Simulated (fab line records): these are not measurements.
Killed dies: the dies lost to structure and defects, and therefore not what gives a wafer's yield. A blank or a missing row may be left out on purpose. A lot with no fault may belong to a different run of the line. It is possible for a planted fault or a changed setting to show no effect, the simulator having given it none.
Code-filled problem report in 8D (eight disciplines) form / flow n5-finfet / the parts of the form that need people (team, actions taken, sign-off) are left out

## 1. WHAT WENT WRONG
Wafers with no fault read 228 with a standard deviation of 68, whereas raw-defect-count at N5_FIN_SAQP_INSPECT_40 reads a mean of 857 on 1 wafer of 1 lot. That puts it +9.2 standard deviations away from the usual mean.
The step: inspects for defects (brightfield).
Earliest sighting: wafer L212.3 on defect-inspect-01 at day 5 14:41. The record holds 26 wafers of 9 lots with a number at this step. By rule, "out" or "out of limits" means more than 4 standard deviations away from the usual mean. Any other wafer with a number is counted as sound.

## 2. WHAT THIS IS AND IS NOT
question=which readings at this step | is=raw-defect-count | is not=-
question=which lots | is=L212 | is not=L201, L203, L204, L208, L209, L210, L216, L221
question=which wafers of those lots | is=L212.3 | is not=L212.1, L212.5
question=read on which gauges | is=defect-inspect-01 | is not=defect-inspect-02
question=when | is=from day 5 14:41 | is not=up to then (20 sound wafers); but 5 sound wafers of L216, L221 came after

## 3. THE SUSPECTS, EACH WITH WHAT RULES IT OUT
Counting: a tool at a process step up to the reading stays a suspect if it ran every lot that is out. Sound lots after the first of them don't rule it out here, since some wafers of a struck lot are sound.
- the gauge at N5_FIN_SAQP_INSPECT_40 is ruled out. All the wafers that are out were read on defect-inspect-01, but those of them that N5_FIN_CUT_INSPECT_10 has rows for are out there too, on other tools.
- vapor-etch-01 at N5_FIN_SAQP_RECESS_71 (chemistry HF/NH3, target SiO2, target depth 3 nm, afs cycles 1, sublimation time 60 s): kept. It processed L212, the lot that is out, at day 5 13:26, and its most recent sound lot before then was L210 at day 5 01:29.
- rie-diel-04 at N5_FIN_SAQP_ETCH_34 (etches SiO2 in C4F6/O2, target depth 45 nm, time 15 s): kept. It processed L212, the lot that is out, at day 5 14:13, and its most recent sound lot before then was L210 at day 5 02:16.
- rie-si-06 at N5_FIN_SAQP_FIN_ETCH_36 (etches the open film in HBr/Cl2/O2, target depth 120 nm, time 50.4 s): kept. It processed L212, the lot that is out, at day 5 14:26, and its most recent sound lot before then was L209 at day 4 21:58.
- In rie-diel-04 at N5_FIN_SAQP_ETCH_34, the wafers that are out were processed in chamber 2 and their sound lot-mates in chambers 0, 1.
- Within rie-si-06 at N5_FIN_SAQP_FIN_ETCH_36: the wafers that are out ran in chamber 0; their sound lot-mates ran in chamber 3.
After the count, these remain: vapor-etch-01 at N5_FIN_SAQP_RECESS_71, rie-diel-04 at N5_FIN_SAQP_ETCH_34 and rie-si-06 at N5_FIN_SAQP_FIN_ETCH_36.

## 4. THE CAUSE (what the simulator had put in)
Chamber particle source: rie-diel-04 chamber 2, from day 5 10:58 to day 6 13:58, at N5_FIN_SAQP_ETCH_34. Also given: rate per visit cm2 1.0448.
After counting, 3 suspects remain, this tool included.

## 5. THE CHAIN OF EFFECTS, in route order
Rows list readings where the struck wafers' mean (over those with a number) sits beyond 3 standard deviations from the usual. Only readings for which the record gives a usual standard deviation are gone through. hours: the time from each lot's start at the first step in this table that gives one to its start at this step, as a median over the lots. sigmas: the change in usual standard deviations.
hours=0; step=N5_FIN_SAQP_INSPECT_40; reading=raw-defect-count; usual=228; on struck wafers=857; change=+629; sigmas=+9.2
hours=1; step=N5_FIN_CUT_INSPECT_10; reading=raw-defect-count; usual=41; on struck wafers=658; change=+617; sigmas=+51
hours=1; step=N5_FIN_CUT_INSPECT_17; reading=raw-defect-count; usual=235; on struck wafers=813; change=+578; sigmas=+8.3
hours=249; step=N5_PASSIVATION_PROBE_49; reading=defect-limited-yield; usual=91.4 %; on struck wafers=80.8; change=-10.6; sigmas=-7.1
hours=249; step=N5_PASSIVATION_PROBE_49; reading=killed_at_M4_up; usual=14; on struck wafers=36; change=+22; sigmas=+3.7
hours=249; step=N5_PASSIVATION_PROBE_49; reading=killed-at-front-end; usual=37; on struck wafers=164; change=+127; sigmas=+12
hours=249; step=N5_PASSIVATION_PROBE_49; reading=killed-dies; usual=102; on struck wafers=226; change=+124; sigmas=+6.9
hours=249; step=N5_PASSIVATION_PROBE_49; reading=sort_bin_5_function; usual=5.0 %; on struck wafers=11.7; change=+6.7; sigmas=+6.9
hours=249; step=N5_PASSIVATION_PROBE_49; reading=sort-n-pass; usual=1078; on struck wafers=954; change=-124; sigmas=-6.5
hours=249; step=N5_PASSIVATION_PROBE_49; reading=sort-yield-pct; usual=91.3 %; on struck wafers=80.8; change=-10.5; sigmas=-6.6
Process steps it contains:
- N5_PASSIVATION_PROBE_49
Later steps that measure or inspect, where all struck wafers having a row at the step show a number for every such reading and not one has moved that far: N5_BEOL_M4_RC_MEAS_101.

## 6. WHAT WOULD HAVE CAUGHT IT SOONER
4 hours passed between the start of the fault at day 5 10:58 and the first reading out of limits at a measuring or inspecting step in this record, taken at day 5 14:41.
Of the tool readings at N5_FIN_SAQP_ETCH_34 for which the record gives a usual standard deviation, none was out on any struck wafer, so an alarm limit of 4 standard deviations on them would not have fired.
By day 5 14:41, every lot that is out (1) had started N5_FIN_SAQP_ETCH_34 on rie-diel-04. A hold on the tool at that time would have spared none of them.
